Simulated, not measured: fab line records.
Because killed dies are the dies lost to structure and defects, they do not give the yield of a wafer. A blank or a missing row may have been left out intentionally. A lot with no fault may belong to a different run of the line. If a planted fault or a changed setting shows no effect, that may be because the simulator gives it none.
Chamber matching || flow n5-finfet || cvd-co-01 running N5_BEOL_M9_CVD_78: 3 sister chambers
The step deposits Co from CCTBA/H2, target thk 2 nm, time 138.9 s. 3 wafers are shown with their chamber, then 7 later ones without.

## WAFERS PAIRED WITH THEIR CHAMBERS
{"wafer": "L192.6", "chamber": 2, "run-length-s (s)": 160.9}
{"wafer": "L195.2", "chamber": 0, "run-length-s (s)": 161.4}
{"wafer": "L195.4", "chamber": 1, "run-length-s (s)": 161.1}

## WAFERS WITH NO CHAMBER GIVEN
{"wafer": "L195.6", "run-length-s (s)": 160.6}
{"wafer": "L201.2", "run-length-s (s)": 162.0}
{"wafer": "L201.4", "run-length-s (s)": 161.4}
{"wafer": "L201.5", "run-length-s (s)": 161.3}
{"wafer": "L202.2", "run-length-s (s)": 161.4}
{"wafer": "L202.5", "run-length-s (s)": 160.5}
{"wafer": "L202.6", "run-length-s (s)": 161.3}

## THE CHAMBER EACH PASSED THROUGH
{"wafer": "L195.6", "from the rows above": "can't be placed: 2 or 1 or 0", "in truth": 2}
{"wafer": "L201.2", "from the rows above": "can't be placed: 0 or 1 or 2", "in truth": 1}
{"wafer": "L201.4", "from the rows above": "can't be placed: 0 or 1 or 2", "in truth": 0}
{"wafer": "L201.5", "from the rows above": "can't be placed: 0 or 1 or 2", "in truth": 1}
{"wafer": "L202.2", "from the rows above": "can't be placed: 0 or 1 or 2", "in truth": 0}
{"wafer": "L202.5", "from the rows above": "can't be placed: 2 or 1 or 0", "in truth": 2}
{"wafer": "L202.6", "from the rows above": "can't be placed: 0 or 1 or 2", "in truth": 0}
Placed correctly: 0 of 7. Can't be placed from these rows: 7 (the true chamber is among the candidates in 7). Number placed wrongly: 0.
How it was worked out, from the rows above alone: a wafer's distance from a chamber is the root of the sum, over the readings, of the square of ((its reading less the chamber's mean) divided by the reading's scatter). The wafer belongs to the nearest chamber; if the next one is less than 2 further off, it can't be placed. Each chamber's mean is taken over the wafers shown for it. The scatter: root of mean squared gap, hidden wafer to nearest shown wafer, with one shown wafer a chamber.
